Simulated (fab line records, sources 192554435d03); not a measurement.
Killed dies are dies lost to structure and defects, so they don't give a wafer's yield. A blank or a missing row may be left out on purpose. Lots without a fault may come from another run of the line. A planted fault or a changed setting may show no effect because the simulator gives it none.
Chamber matching | flow n5_finfet | N5_BEOL_M8_ETCH_62 on rie_diel-01: 4 sister chambers
The step etches SOC in N2/H2, target depth 110 nm, overetch 22 nm, time 165 s. 7 wafers are shown with their chamber, then 7 later ones without.

WAFERS WITH THEIR CHAMBER
wafer  | chamber | showerhead_plenum_p_Torr (Torr) | drypump_motor_current_A (A)
L079.4 | 2       | 2.61                            | 5.4
L079.6 | 0       | 2.42                            | 6.2
L081.2 | 3       | 2.30                            | 5.1
L085.4 | 1       | 2.48                            | 6.4
L085.6 | 0       | 2.41                            | 6.2
L086.2 | 3       | 2.30                            | 5.1
L086.4 | 1       | 2.48                            | 6.5

WAFERS WITHOUT THEIR CHAMBER
wafer  | showerhead_plenum_p_Torr (Torr) | drypump_motor_current_A (A)
L086.5 | 2.41                            | 6.2
L089.2 | 2.30                            | 5.1
L089.3 | 2.41                            | 6.2
L089.5 | 2.41                            | 6.2
L097.1 | 2.47                            | 6.5
L097.5 | 2.60                            | 5.4
L097.6 | 2.29                            | 5.2

WHICH CHAMBER EACH WENT THROUGH
wafer  | from the rows above | in truth
L086.5 | 0                   | 0
L089.2 | 3                   | 3
L089.3 | 0                   | 0
L089.5 | 0                   | 0
L097.1 | 1                   | 1
L097.5 | 2                   | 2
L097.6 | 3                   | 3
Placed correctly: 7 of 7. Can't be placed from these rows: 0. Placed wrongly: 0.
How it was worked out, from the rows above alone: a wafer's distance from a chamber is the root of the sum, over the readings, of the square of ((its reading less the chamber's mean) divided by the reading's scatter). The wafer belongs to the nearest chamber; if the next one is less than 2 further off, it can't be placed. A chamber's mean is the mean of its shown wafers. The scatter: the root of (the sum of the squares of (reading less its chamber's mean) over the shown wafers, divided by (wafers less chambers)).
